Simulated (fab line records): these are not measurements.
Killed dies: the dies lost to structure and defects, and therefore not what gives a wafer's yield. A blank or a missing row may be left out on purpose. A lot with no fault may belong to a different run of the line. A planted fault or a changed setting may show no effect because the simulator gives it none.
The tool behind it: which one? ; flow nand harc ; Sampling: 14 lots, 42 wafers, 4 of 1302 route steps

WHAT THE GAUGES READ, wafer by wafer
NHARC_END_SORT_01.
lot;measured;on;killed at array;killed at other;killed at periphery;killed dies;killed open;killed short
L229;day 32 06:49;prober-02;141 156 157;0 1 0;3 5 6;144 162 163;3 4 0;0 3 4
L232;day 33 09:56;prober-01;117 117 116;2 2 4;7 14 7;126 133 127;4 4 1;1 3 2

WHAT TOOL EACH LOT RAN ON (gives the tool, then ch and the chambers of the sampled wafers, and finally the start)
lot;NHARC_A_CONTACT_ETCH_138;NHARC_A_M1_ANNEAL_31;NHARC_THIN_TSV_CMP_01
L215;har cap etch-02 ch 0,1, day 22 22:16;rtp anneal-02 ch 0, day 23 12:23;cmp-02 ch 1,2, day 24 08:56
L214;har cap etch-01 ch 0,1, day 23 06:29;rtp anneal-02 ch 0, day 23 21:25;cmp-04 ch 0,2,3, day 24 15:00
L216;har cap etch-02 ch 1, day 24 00:19;rtp anneal-02 ch 0, day 24 14:28;cmp-01 ch 0,3, day 25 10:00
L219;har cap etch-03 ch 0,1, day 24 23:11;rtp anneal-02 ch 0, day 25 13:40;cmp-02 ch 0,1,3, day 26 05:35
L222;har cap etch-01 ch 1, day 26 09:36;rtp anneal-02 ch 0, day 26 23:47;cmp-01 ch 0,1,2, day 27 16:12
L225;har cap etch-02 ch 0,1, day 27 07:46;rtp anneal-01 ch 0, day 27 21:34;cmp-01 ch 0,2,3, day 28 15:01
L224;har cap etch-01 ch 0,1, day 27 10:53;rtp anneal-01 ch 0, day 28 00:45;cmp-01 ch 0,1,2, day 28 13:49
L226;har cap etch-01 ch 0, day 28 06:26;rtp anneal-02 ch 0, day 28 20:31;cmp-01 ch 1,2,3, day 29 15:42
L228;har cap etch-01 ch 0,1, day 28 13:57;rtp anneal-02 ch 0, day 29 04:02;cmp-01 ch 0,1,2, day 29 20:34
L229;har cap etch-01 ch 1, day 30 03:32;rtp anneal-02 ch 0, day 30 17:26;cmp-02 ch 1,2,3, day 31 11:46
L231;har cap etch-02 ch 0,1, day 30 15:13;rtp anneal-01 ch 0, day 31 05:22;cmp-01 ch 0,1,2, day 32 02:29
L232;har cap etch-01 ch 1, day 30 18:48;rtp anneal-02 ch 0, day 31 11:14;cmp-04 ch 2,3, day 32 10:35
L234;har cap etch-02 ch 0,1, day 31 05:10;rtp anneal-02 ch 0, day 31 19:56;cmp-01 ch 0,1, day 32 13:00
L235;har cap etch-03 ch 0,1, day 31 05:38;rtp anneal-01 ch 0, day 31 20:16;cmp-02 ch 0,1,2, day 32 14:11
- NHARC_A_CONTACT_ETCH_138: etches the open film in C4F8/O2/Ar, time 311 s, target depth 1914 nm.
- NHARC_A_M1_ANNEAL_31: time 90 s.
- NHARC_THIN_TSV_CMP_01: polishes.

WHAT THE TOOLS THEMSELVES READ (means of the sampled wafers that have a number; where no wafer has one, the mark that the record gives instead)
NHARC_A_M1_ANNEAL_31.
lot;tool;wafer_temp_C_max
L215;rtp anneal-02;226.59
L214;rtp anneal-02;226.31
L216;rtp anneal-02;226.25
L219;rtp anneal-02;226.43
L222;rtp anneal-02;226.30
L225;rtp anneal-01;226.06
L224;rtp anneal-01;226.31
L226;rtp anneal-02;226.27
L228;rtp anneal-02;226.52
L229;rtp anneal-02;226.56
L231;rtp anneal-01;226.20
L232;rtp anneal-02;226.35
L234;rtp anneal-02;226.06
L235;rtp anneal-01;225.95

NHARC_THIN_TSV_CMP_01.
lot;tool;motor current A (A);pad life wafers
L215;cmp-02;12.4;96
L214;cmp-04;12.0;213
L216;cmp-01;13.5;18
L219;cmp-02;11.9;260
L222;cmp-01;11.5;230
L225;cmp-01;12.6;343
L224;cmp-01;12.1;337
L226;cmp-01;12.7;20
L228;cmp-01;11.2;44
L229;cmp-02;12.2;320
L231;cmp-01;11.7;236
L232;cmp-04;13.5;246
L234;cmp-01;11.4;289
L235;cmp-02;11.8;103

THE ANSWER, worked out from the rows above alone
Rule: what is usual is taken from the lots themselves. Put in order of their means at a reading, lots are off if they are a third of the lots or fewer, leave a main group of 4 or more, and stand apart from it by a gap of 3 or more times the standard deviation of the main group's means; of several such gaps the widest counts. Not used: any main group whose means are identical at the precision the tables above print for the reading. Also off: a lot with no number at a reading for which 4 or more lots have one. The other lots that the step has rows for count as sound. After the gauges, taken in route order, come the tools' own readings; for these a lot's mean is taken, as printed above. At the first step where some lot is off, the reading lying furthest off is the one used; lots without a number count as furthest.
No lot is off on any of the readings shown, so nothing can be concluded from this.

WHAT THE SIMULATOR PUT IN
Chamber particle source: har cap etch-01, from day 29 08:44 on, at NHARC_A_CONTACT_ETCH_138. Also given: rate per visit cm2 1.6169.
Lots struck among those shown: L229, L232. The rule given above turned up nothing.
